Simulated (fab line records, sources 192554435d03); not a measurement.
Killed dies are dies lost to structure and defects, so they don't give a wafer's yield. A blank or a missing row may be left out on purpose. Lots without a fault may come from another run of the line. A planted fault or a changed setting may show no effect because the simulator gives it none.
fab line records | flow n5_finfet
record lots=7 wafers=21
route steps=1938 shown BEOL_M0_SAQP@663 BEOL_M1@770 BEOL_M2@857 BEOL_M3@969 BEOL_M4@1040
start_h: hours from the record's first day to the start of the lot's first wafer shown | wait_h: hours since the lot's step before | " the same as in the row above | L1.1+2: a row that stands for several wafers | - no value, or no start given | * or withheld: withheld | < > ~ a bound
route shown NAME@n: a module of which the file shows steps, and the number in the route of the first | usual: mean/standard deviation of fault-free wafers | same: alike in all rows | chamber/n: place in a boat | sites: the reading at each site | _std_site: their standard deviation | _edge_site: outer sites' mean less inner sites' | radius_mm: how far each site lies from the wafer's centre | mask NAME#n: copy n | behind: the tool/chamber that last shaped the wafer | hold: why the lot was held/for how many hours/how that ended | device: the transistor (n, p or np) that didn't switch | end of line: the same wafers' tests at the end of the route | a step without rows: its recipe alone | killed: dies lost to structure and defects at the first sort, not the wafer's yield | map: a wafer's dies, x killed, . not, _ none there
set.NAME: the setting as run; set.NAME@STEP: as run at that earlier step | model.NAME: the simulator's own value behind a step, which no gauge read
lots whose settings were changed on purpose; a table a step, a row a wafer
## steps
# step N5_BEOL_M0_SAQP_SPACER1_ALD_98
# recipe material=SiO2 target_thk_a=128 temp_c=300 ald_precursor_family=BDEAS ald_co_reactant=O2-plasma pulse_time_s=1 purge_time_s=2 co_reactant_purge_time_s=2 ald_cycles=138 pressure_torr=2
# columns lot.wafer tool chamber start_h wait_h set.ald_cycles model.SiO2_of_BEOL_M0_SAQP_SPACER1_ALD_98.thk_nm
L079.2+4 ald_sin-04 2,1 140.05 0.3 138 12.8
L079.5 " 3 " " 138 13
L081.3 ald_sin-02 2 152.47 0.1 138 12.6
L081.4+5 " 0,3 " " 138 12.8
L082.1+4 ald_sin-04 0,2 157.22 0.4 129 12
L082.5 " 2 " " 138 12.8
L083.1+5 ald_sin-04 0,1 167.94 0.3 158 14.6
L083.3 " 1 " " 138 12.6
L088.2 ald_sin-04 1 196.82 0.3 138 12.8
L088.3 " 3 " " 145 13.6
L088.6 " 0 " " 145 13.4
L089.4+6 ald_sin-04 0 201.92 0.1 138 12.8
L089.5 " 3 " " 138 13
L091.3+4+6 ald_sin-01 1,3,0 220.90 0.1 138 12.8
# step N5_BEOL_M0_SAQP_SPACER1_ETCHBACK_99
# recipe chemistry=CHF3/O2 mode=anisotropic_etchback target=SiO2 target_depth_a=154 time_s=7.7 pressure_mtorr=30 source_w=650 bias_w=170 Ar_flow_sccm=200 CHF3_flow_sccm=50 O2_flow_sccm=5 ion_energy_ev=200
# step N5_BEOL_M0_SAQP_MANDREL1_REMOVE_100
# recipe chemistry=HBr/Cl2/O2 bt_time_s=10 target=a-Si stop_on=SiNx endpoint=OES-SiCl over_etch_frac=0.85 icp_w=600 bias_w=30 HBr_flow_sccm=150 Cl2_flow_sccm=80 O2_flow_sccm=5 pressure_mtorr=10
# columns lot.wafer tool chamber start_h wait_h set.ald_cycles@BEOL_M0_SAQP_SPACER1_ALD_98 model.BEOL_M0_SAQP.cd_nm
L079.2+4+5 rie_si-06 3,2,3 140.61 0.1 138 12.8
L081.3 rie_si-06 0 153.03 0.1 138 12.8
L081.4+5 " 1,3 " " 138 12.6
L082.1 rie_si-02 0 157.79 0.1 129 11.8
L082.4 " 3 " " 129 12.2
L082.5 " 3 " " 138 13
L083.1+5 rie_si-06 2,3 168.62 0.1 158 14.4
L083.3 " 3 " " 138 12.6
L088.2 rie_si-06 1 197.67 0.1 138 12.6
L088.3 " 0 " " 145 13.6
L088.6 " 1 " " 145 13.4
L089.4+6 rie_si-02 1,0 202.52 0.1 138 12.8
L089.5 " 2 " " 138 13
L091.3+6 rie_si-02 2,1 221.55 0.1 138 12.8
L091.4 " 1 " " 138 12.6
# step N5_BEOL_M0_SAQP_CD_MEAS_25
# recipe target_cd_nm=13.1 landing_energy_ev=1000 detector=se_inlens
# usual cd_nm=12.80/0.22
# columns lot.wafer tool chamber start_h wait_h set.ald_cycles@BEOL_M0_SAQP_SPACER1_ALD_98 cd_nm
L079.2 cd_sem-01 0 140.72 0.1 138 12.86
L079.4 " 0 " " 138 12.84
L079.5 " 0 " " 138 12.93
L081.3 cd_sem-02 0 153.15 0.1 138 12.46
L081.4 " 0 " " 138 12.92
L081.5 " 0 " " 138 12.55
L082.1 cd_sem-02 0 157.90 0.1 129 11.90
L082.4 " 0 " " 129 12.03
L082.5 " 0 " " 138 12.86
L083.1 cd_sem-02 0 168.73 0.1 158 14.50
L083.3 " 0 " " 138 12.55
L083.5 " 0 " " 158 14.56
L088.2 cd_sem-03 0 197.78 0.1 138 12.81
L088.3 " 0 " " 145 13.14
L088.6 " 0 " " 145 13.25
L089.4 cd_sem-03 0 202.60 0.0 138 12.92
L089.5 " 0 " " 138 12.89
L089.6 " 0 " " 138 12.67
L091.3 cd_sem-02 0 221.67 0.1 138 12.93
L091.4 " 0 " " 138 12.74
L091.6 " 0 " " 138 12.82
# step N5_BEOL_M1_ETCH_64
# recipe chemistry=N2/H2 target=SOC target_depth_a=750 overetch_a=150 mask_material=SiARC temp_c=40 time_s=112.5 ion_energy_ev=200 pressure_mtorr=30 source_w=840 bias_w=150 n2_flow_sccm=200 h2_flow_sccm=200
# usual rf_vpp_V=524.0/2.5
# columns lot.wafer tool chamber start_h wait_h set.source_w rf_vpp_V
L079.2 rie_diel-04 2 152.09 0.0 840 522.0
L079.4 " 3 " " 840 524.3
L079.5 " 1 " " 840 522.5
L081.3 rie_diel-04 3 165.09 0.0 802.1 530.4
L081.4 " 3 " " 840 522.6
L081.5 " 1 " " 802.1 529.3
L082.1 rie_diel-01 0 169.62 0.0 703.7 556.0
L082.4 " 3 " " 840 521.6
L082.5 " 2 " " 840 525.3
L083.1 rie_diel-01 0 179.29 0.0 798.3 534.4
L083.3 " 2 " " 798.3 535.5
L083.5 " 2 " " 840 525.9
L088.2 rie_diel-03 1 213.19 0.0 840 523.8
L088.3 " 2 " " 840 526.4
L088.6 " 0 " " 797 536.8
L089.4 rie_diel-01 0 219.92 0.0 840 525.9
L089.5 " 0 " " 840 525.0
L089.6 " 1 " " 769.2 534.4
L091.3 rie_diel-03 0 234.95 0.0 940.3 509.4
L091.4 " 1 " " 940.3 503.2
L091.6 " 2 " " 840 526.9
# step N5_BEOL_M1_COAT_68
# recipe resist=SiARC temp_c=220 time_s=60 spin_rpm=1500 resist_thk_nm=12
# columns lot.wafer tool chamber start_h wait_h set.spin_rpm model.SiARC_of_BEOL_M1_COAT_68.thk_nm
L079.2+4+5 litho_track-03 0 - - 1500 12
L081.3 litho_track-03 0 - - 1500 12
L081.4 " 0 " " 1372 12.6
L081.5 " 0 " " 1372 12.4
L082.1+5 litho_track-02 0 - - 1500 12
L082.4 " 0 " " 1653 11.4
L083.1+3 litho_track-01 0 - - 1435 12.2
L083.5 " 0 " " 1500 12
L088.2+3 litho_track-01 0 - - 1500 12
L088.6 " 0 " " 1566 11.8
L089.4+6 litho_track-02 0 - - 1500 12
L089.5 " 0 " " 1551 11.8
L091.3+4+6 litho_track-03 0 - - 1500 12
# step N5_BEOL_M1_EXPOSE_25
# recipe mask_id=V0 na=0.33 source_shape=quasar sigma_inner=0.2 sigma_outer=0.8 polarization=unpolarized defocus_nm=5 target_cd_nm=24 dose_mj=63
# columns lot.wafer tool chamber start_h wait_h mask set.dose_mj
L079.2+4+5 euv_scanner-02 0 152.84 - V0#0 63
L081.3+5 euv_scanner-01 0 165.63 - V0#0 63
L081.4 " 0 " " V0#0 65.95
L082.1+5 euv_scanner-01 0 170.15 - V0#0 63
L082.4 " 0 " " V0#0 64.72
L083.1+3+5 euv_scanner-01 0 179.81 - V0#0 63
L088.2+3 euv_scanner-02 0 213.73 - V0#0 63
L088.6 " 0 " " V0#0 66.89
L089.4+5 euv_scanner-02 0 220.47 - V0#0 63
L089.6 " 0 " " V0#0 60.97
L091.3+4 euv_scanner-01 0 235.62 - V0#0 65.66
L091.6 " 0 " " V0#0 63
# step N5_BEOL_M1_PEB_26
# recipe peb_temp_c=100 peb_time_s=60 resist=CAR-EUV
# step N5_BEOL_M1_DEVELOP_27
# recipe develop_time_s=30 developer=TMAH resist=CAR-EUV rinse_liquid=surfactant_rinse dry=air_spin dev_temp_c=23
# step N5_BEOL_M1_DESCUM_33
# recipe chemistry=O2 time_s=7 source_power_w=50 bias_power_w=20 pressure_mtorr=20 rf_frequency_hz=2.712e+07 temp_c=40 resist=CAR-EUV o2_flow_sccm=225
# step N5_BEOL_M1_ETCH_77
# recipe chemistry=N2/H2 target=underlayer target_depth_a=65 mask_material=CAR-EUV time_s=5.2 ion_energy_ev=200 pressure_mtorr=30 source_w=840 bias_w=150 n2_flow_sccm=200 h2_flow_sccm=200 ends=cleared
# step N5_BEOL_M1_ETCH_69
# recipe chemistry=CF4 target=SiARC target_depth_a=156 mask_material=CAR-EUV time_s=26 ion_energy_ev=80 pressure_mtorr=40 source_w=545 bias_w=36 Ar_flow_sccm=100 cf4_flow_sccm=100 ends=cleared
# columns lot.wafer tool chamber start_h wait_h set.spin_rpm@BEOL_M1_COAT_68 model.etch.depth_nm
L079.2+5 rie_diel-01 3 153.15 0.0 1500 11.99
L079.4 " 2 " " 1500 12.02
L081.3 rie_diel-01 2 165.93 0.0 1500 11.97
L081.4 " 0 " " 1372 12.52
L081.5 " 1 " " 1372 12.48
L082.1 rie_diel-03 2 170.47 0.0 1500 11.97
L082.4 " 1 " " 1653 11.44
L082.5 " 2 " " 1500 12.02
L083.1+3 rie_diel-03 3,0 180.13 0.0 1435 12.24
L083.5 " 1 " " 1500 12
L088.2 rie_diel-03 3 214.16 0.0 1500 11.99
L088.3 " 2 " " 1500 12
L088.6 " 3 " " 1566 11.76
L089.4 rie_diel-04 2 220.76 0.0 1500 12.04
L089.5 " 3 " " 1551 11.82
L089.6 " 2 " " 1500 12.03
L091.3 rie_diel-04 2 235.93 0.0 1500 12
L091.4 " 1 " " 1500 11.96
L091.6 " 1 " " 1500 11.99
# step N5_BEOL_M1_ALD_98
# recipe material=SiO2 target_thk_a=25 temp_c=100 ald_precursor_family=BDEAS ald_co_reactant=O2-plasma pulse_time_s=1 co_reactant_pulse_time_s=1 purge_time_s=2 co_reactant_purge_time_s=2 ald_cycles=17 pressure_torr=2
# columns lot.wafer tool chamber start_h wait_h set.temp_c
L079.2+4+5 ald_sin-04 0,1,2 153.29 0.1 100
L081.3+4+5 ald_sin-02 3,1,1 166.02 0.1 100
L082.1 ald_sin-03 1 170.55 0.1 100
L082.4+5 " 0,3 " " 96.56
L083.1+3+5 ald_sin-04 3,0,1 180.53 0.4 100
L088.2+3+6 ald_sin-04 1,3,2 214.24 0.1 100
L089.4+5 ald_sin-03 0,2 220.90 0.1 100
L089.6 " 3 " " 103
L091.3 ald_sin-02 3 236.01 0.1 98.38
L091.4+6 " 2,0 " " 100
# step N5_BEOL_M1_ETCHBACK_99
# recipe chemistry=CHF3 target=SiO2 target_depth_a=50 time_s=10.4 source_w=215 bias_w=47 Ar_flow_sccm=200 CHF3_flow_sccm=12 ion_energy_ev=100 pressure_mtorr=30
# columns lot.wafer tool chamber start_h wait_h set.spin_rpm@BEOL_M1_COAT_68 model.CAR-EUV_of_BEOL_M1_COAT_22.thk_nm
L079.2+4+5 rie_diel-03 1,3,1 158.10 4.8 1500 10.4
L081.3 rie_diel-01 1 168.17 2.1 1500 10.2
L081.4+5 " 0,2 " " 1372 10
L082.1+5 rie_diel-04 1,0 172.81 2.2 1500 10.4
L082.4 " 2 " " 1653 11
L083.1 rie_diel-01 2 186.26 5.7 1435 10.2
L083.3 " 1 " " 1435 10.4
L083.5 " 3 " " 1500 10.6
L088.2+3 rie_diel-03 3,1 220.50 6.2 1500 10.4
L088.6 " 1 " " 1566 10.4
L089.4+6 rie_diel-03 1,3 225.29 4.4 1500 10.4
L089.5 " 0 " " 1551 10.6
L091.3+4+6 rie_diel-04 1,3,2 238.00 1.9 1500 10.4
# step N5_BEOL_M1_ETCH_70
# recipe chemistry=N2/H2 target=SOC target_depth_a=800 overetch_a=160 mask_material=SiARC temp_c=40 time_s=120 ion_energy_ev=200 pressure_mtorr=30 source_w=840 bias_w=150 n2_flow_sccm=200 h2_flow_sccm=200
# step N5_BEOL_M1_STRIP_71
# recipe chemistry=N2/H2 temp_c=40 n2_flow_sccm=200 h2_flow_sccm=200 rf_frequency_hz=6e+07
# step N5_BEOL_M1_STRIP_78
# recipe chemistry=N2/H2 temp_c=40 n2_flow_sccm=200 h2_flow_sccm=200 rf_frequency_hz=6e+07
# step N5_BEOL_M1_VIA_ETCH_34
# recipe chemistry=C4F6/O2 target_depth_a=678 mask_material=SOC pressure_mtorr=15 ion_energy_ev=250 taper_deg=4 time_s=64.4 source_w=350 bias_w=170 Ar_flow_sccm=300 C4F6_flow_sccm=10 O2_flow_sccm=10
# columns lot.wafer tool chamber start_h wait_h set.dose_mj@BEOL_M1_EXPOSE_25 model.BEOL_M1.cd_nm
L079.2+5 rie_diel-03 1 158.24 0.0 63 18.2
L079.4 " 3 " " 63 18.8
L081.3+5 rie_diel-01 1,2 168.31 0.0 63 18.4
L081.4 " 0 " " 65.95 19
L082.1 rie_diel-04 1 172.95 0.0 63 17.6
L082.4 " 2 " " 64.72 18.6
L082.5 " 0 " " 63 17.8
L083.1+3+5 rie_diel-01 2,1,3 186.40 0.0 63 18.2
L088.2+3 rie_diel-03 3,1 220.64 0.0 63 17.8
L088.6 " 1 " " 66.89 19
L089.4+5 rie_diel-03 1,0 225.43 0.0 63 18.4
L089.6 " 3 " " 60.97 17.6
L091.3 rie_diel-04 1 238.14 0.0 65.66 19
L091.4 " 3 " " 65.66 18.4
L091.6 " 2 " " 63 17.4
# step N5_BEOL_M2_DESCUM_16
# recipe chemistry=O2 time_s=7 source_power_w=50 bias_power_w=20 pressure_mtorr=20 rf_frequency_hz=2.712e+07 temp_c=40 resist=CAR-EUV o2_flow_sccm=225
# columns lot.wafer tool chamber start_h wait_h set.time_s model.CAR-EUV_of_BEOL_M2_COAT_05.thk_nm
L079.2+4+5 rie_diel-05 2,3,2 164.32 0.1 7 26.2
L081.3 rie_diel-02 3 173.99 0.0 7 26
L081.4+5 " 2,1 " " 7 26.2
L082.1+5 rie_diel-06 2,1 178.81 0.1 5.559 26.8
L082.4 " 2 " " 7 26
L083.1+3 rie_diel-02 0,2 194.26 0.1 7 26.2
L083.5 " 2 " " 7.663 25.8
L088.2 rie_diel-05 2 229.62 0.2 7 26.2
L088.3+6 " 0,2 " " 6.184 26.6
L089.4+6 rie_diel-05 3,0 230.56 0.3 7 26
L089.5 " 2 " " 7.889 25.6
L091.3 rie_diel-02 3 247.76 0.0 7 26
L091.4+6 " 2 " " 7 26.2
# step N5_BEOL_M2_COAT_67
# recipe resist=SOC temp_c=250 time_s=60 spin_rpm=1500 resist_thk_nm=60
# columns lot.wafer tool chamber start_h wait_h set.spin_rpm model.SOC_of_BEOL_M2_COAT_67.thk_nm
L079.2+4 litho_track-01 0 164.79 0.0 1500 59.6
L079.5 " 0 " " 1500 60
L081.3 litho_track-05 0 174.46 0.0 1500 60.4
L081.4 " 0 " " 1604 58.2
L081.5 " 0 " " 1604 58.4
L082.1+4+5 litho_track-01 0 179.34 0.0 1500 59.8
L083.1 litho_track-01 0 194.74 0.0 1451 61.2
L083.3 " 0 " " 1500 60
L083.5 " 0 " " 1451 61
L088.2+6 litho_track-05 0 230.36 0.0 1500 60.2
L088.3 " 0 " " 1405 61.8
L089.4+5 litho_track-04 0 231.01 0.0 1500 60.2
L089.6 " 0 " " 1643 57.4
L091.3 litho_track-05 0 248.27 0.0 1500 60.2
L091.4 " 0 " " 1500 60
L091.6 " 0 " " 1637 57.6
# step N5_BEOL_M2_COAT_68
# recipe resist=SiARC temp_c=220 time_s=60 spin_rpm=1500 resist_thk_nm=12
# step N5_BEOL_M2_COAT_76
# recipe resist=underlayer temp_c=205 time_s=60 spin_rpm=1500 resist_thk_nm=5
# step N5_BEOL_M2_ALD_98
# recipe material=SiO2 target_thk_a=25 temp_c=100 ald_precursor_family=BDEAS ald_co_reactant=O2-plasma pulse_time_s=1 co_reactant_pulse_time_s=1 purge_time_s=2 co_reactant_purge_time_s=2 ald_cycles=17 pressure_torr=2
# step N5_BEOL_M2_ETCHBACK_99
# recipe chemistry=CHF3 target=SiO2 target_depth_a=50 time_s=10.4 source_w=215 bias_w=47 Ar_flow_sccm=200 CHF3_flow_sccm=12 ion_energy_ev=100 pressure_mtorr=30
# step N5_BEOL_M2_ETCH_70
# recipe chemistry=N2/H2 target=SOC target_depth_a=800 overetch_a=240 mask_material=SiARC temp_c=40 time_s=130 ion_energy_ev=200 pressure_mtorr=30 source_w=840 bias_w=150 n2_flow_sccm=200 h2_flow_sccm=200
# columns lot.wafer tool chamber start_h wait_h set.spin_rpm@BEOL_M2_COAT_67 model.etch.depth_nm
L079.2 rie_diel-02 3 173.11 0.0 1500 59.6
L079.4 " 2 " " 1500 59.63
L079.5 " 1 " " 1500 59.91
L081.3 rie_diel-05 3 185.91 0.0 1500 60.34
L081.4 " 1 " " 1604 58.24
L081.5 " 0 " " 1604 58.35
L082.1 rie_diel-02 0 189.90 0.0 1500 59.79
L082.4 " 1 " " 1500 59.78
L082.5 " 0 " " 1500 59.9
L083.1 rie_diel-06 0 200.79 0.0 1451 61.19
L083.3 " 1 " " 1500 59.99
L083.5 " 2 " " 1451 60.92
L088.2 rie_diel-02 2 233.28 0.0 1500 60.11
L088.3 " 0 " " 1405 61.88
L088.6 " 3 " " 1500 60.12
L089.4 rie_diel-05 2 237.28 0.0 1500 60.11
L089.5 " 0 " " 1500 60.14
L089.6 " 3 " " 1643 57.47
L091.3 rie_diel-06 3 252.03 0.0 1500 60.17
L091.4 " 1 " " 1500 60.04
L091.6 " 1 " " 1637 57.66
# step N5_BEOL_M2_STRIP_71
# recipe chemistry=N2/H2 temp_c=40 n2_flow_sccm=200 h2_flow_sccm=200 rf_frequency_hz=6e+07
# step N5_BEOL_M2_STRIP_78
# recipe chemistry=N2/H2 temp_c=40 n2_flow_sccm=200 h2_flow_sccm=200 rf_frequency_hz=6e+07
# step N5_BEOL_M2_VIA_ETCH_34
# recipe chemistry=C4F6/O2 target_depth_a=694 mask_material=SOC pressure_mtorr=15 ion_energy_ev=250 taper_deg=4 time_s=65.9 source_w=350 bias_w=170 Ar_flow_sccm=300 C4F6_flow_sccm=10 O2_flow_sccm=10
# columns lot.wafer tool chamber start_h wait_h set.spin_rpm@BEOL_M2_COAT_67 model.SOC_of_BEOL_M2_COAT_67.thk_nm
L079.2+4 rie_diel-02 3,2 173.22 0.0 1500 51.6
L079.5 " 1 " " 1500 51.8
L081.3 rie_diel-05 3 186.02 0.0 1500 52.4
L081.4+5 " 1,0 " " 1604 50.2
L082.1+5 rie_diel-02 0 190.01 0.0 1500 51.8
L082.4 " 1 " " 1500 51.6
L083.1 rie_diel-06 0 200.89 0.0 1451 52.8
L083.3 " 1 " " 1500 52.2
L083.5 " 2 " " 1451 52.2
L088.2 rie_diel-02 2 233.39 0.0 1500 52.2
L088.3 " 0 " " 1405 53.8
L088.6 " 3 " " 1500 52.4
L089.4+5 rie_diel-05 2,0 237.37 0.0 1500 52
L089.6 " 3 " " 1643 49.4
L091.3+4 rie_diel-06 3,1 252.14 0.0 1500 52
L091.6 " 1 " " 1637 49.6
# step N5_BEOL_M3_DESCUM_33
# recipe chemistry=O2 time_s=7 source_power_w=50 bias_power_w=20 pressure_mtorr=20 rf_frequency_hz=2.712e+07 temp_c=40 resist=CAR-EUV o2_flow_sccm=225
# columns lot.wafer tool chamber start_h wait_h set.time_s model.CAR-EUV_of_BEOL_M3_COAT_22.thk_nm
L079.2 rie_diel-04 3 179.91 0.0 7 26.4
L079.4 " 1 " " 7 26
L079.5 " 2 " " 7 26.2
L081.3+4 rie_diel-03 3,0 192.44 0.0 7 26
L081.5 " 1 " " 6.201 26.6
L082.1 rie_diel-03 3 198.22 0.0 7 26
L082.4+5 " 1,2 " " 7 26.2
L083.1+3 rie_diel-03 0,2 208.31 0.0 7 26.2
L083.5 " 3 " " 7 26
L088.2 rie_diel-04 1 242.72 0.0 5.883 26.6
L088.3+6 " 3,2 " " 7 26.2
L089.4+5 rie_diel-03 3,0 244.96 0.0 7 26
L089.6 " 1 " " 5.455 27
L091.3+4+6 rie_diel-03 2,3,2 260.07 0.0 7 26.2
# step N5_BEOL_M4_ETCH_64
# recipe chemistry=N2/H2 target=SOC target_depth_a=750 overetch_a=225 mask_material=SiARC temp_c=40 time_s=121.9 ion_energy_ev=200 pressure_mtorr=30 source_w=840 bias_w=150 n2_flow_sccm=200 h2_flow_sccm=200
# usual rf_vpp_V=524.2/2.6
# columns lot.wafer tool chamber start_h wait_h set.bias_w rf_vpp_V
L079.2 rie_diel-06 1 188.26 0.0 150 526.3
L079.4 " 1 " " 150 526.4
L079.5 " 2 " " 150 527.7
L081.3 rie_diel-02 1 203.21 0.0 138.8 496.6
L081.4 " 0 " " 150 522.5
L081.5 " 1 " " 150 523.4
L082.1 rie_diel-06 2 207.97 0.0 141.1 508.1
L082.4 " 3 " " 150 523.7
L082.5 " 0 " " 150 522.0
L083.1 rie_diel-06 0 220.23 0.0 166.4 557.6
L083.3 " 3 " " 150 523.0
L083.5 " 2 " " 166.4 563.9
L088.2 rie_diel-05 1 259.12 0.0 166.4 558.5
L088.3 " 2 " " 166.4 563.5
L088.6 " 3 " " 150 523.2
L089.4 rie_diel-05 2 262.51 0.0 150 527.9
L089.5 " 2 " " 136.7 497.8
L089.6 " 3 " " 150 522.0
L091.3 rie_diel-05 0 273.40 0.0 150 521.2
L091.4 " 2 " " 150 527.1
L091.6 " 0 " " 150 521.8
## key
split step=N5_BEOL_M0_SAQP_SPACER1_ALD_98 setting=ald_cycles stated=138 by=wafer
response step=N5_BEOL_M0_SAQP_SPACER1_ALD_98 reading=model.SiO2_of_BEOL_M0_SAQP_SPACER1_ALD_98.thk_nm change=+0.136 per=1% r=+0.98
response step=N5_BEOL_M0_SAQP_MANDREL1_REMOVE_100 reading=model.BEOL_M0_SAQP.cd_nm change=+0.134 per=1% r=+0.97
response step=N5_BEOL_M0_SAQP_CD_MEAS_25 reading=cd_nm change=+0.131 per=1% r=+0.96
split step=N5_BEOL_M1_ETCH_64 setting=source_w stated=840 by=wafer
response step=N5_BEOL_M1_ETCH_64 reading=rf_vpp_V change=-1.8 per=1% r=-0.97
split step=N5_BEOL_M1_COAT_68 setting=spin_rpm stated=1500 by=wafer
response step=N5_BEOL_M1_COAT_68 reading=model.SiARC_of_BEOL_M1_COAT_68.thk_nm change=-0.0566 per=1% r=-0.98
response step=N5_BEOL_M1_ETCH_69 reading=model.etch.depth_nm change=-0.0577 per=1% r=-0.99
response step=N5_BEOL_M1_ETCHBACK_99 reading=model.CAR-EUV_of_BEOL_M1_COAT_22.thk_nm change=+0.0433 per=1% r=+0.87
split step=N5_BEOL_M1_EXPOSE_25 setting=dose_mj stated=63 by=wafer
response step=N5_BEOL_M1_VIA_ETCH_34 reading=model.BEOL_M1.cd_nm change=+0.217 per=1% r=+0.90
split step=N5_BEOL_M1_ALD_98 setting=temp_c stated=100 by=wafer
response none clear
split step=N5_BEOL_M2_DESCUM_16 setting=time_s stated=7 by=wafer
response step=N5_BEOL_M2_DESCUM_16 reading=model.CAR-EUV_of_BEOL_M2_COAT_05.thk_nm change=-0.037 per=1% r=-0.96
split step=N5_BEOL_M2_COAT_67 setting=spin_rpm stated=1500 by=wafer
response step=N5_BEOL_M2_COAT_67 reading=model.SOC_of_BEOL_M2_COAT_67.thk_nm change=-0.285 per=1% r=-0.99
response step=N5_BEOL_M2_ETCH_70 reading=model.etch.depth_nm change=-0.28 per=1% r=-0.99
response step=N5_BEOL_M2_VIA_ETCH_34 reading=model.SOC_of_BEOL_M2_COAT_67.thk_nm change=-0.265 per=1% r=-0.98
split step=N5_BEOL_M3_DESCUM_33 setting=time_s stated=7 by=wafer
response step=N5_BEOL_M3_DESCUM_33 reading=model.CAR-EUV_of_BEOL_M3_COAT_22.thk_nm change=-0.0405 per=1% r=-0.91
split step=N5_BEOL_M4_ETCH_64 setting=bias_w stated=150 by=wafer
response step=N5_BEOL_M4_ETCH_64 reading=rf_vpp_V change=+3.31 per=1% r=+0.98
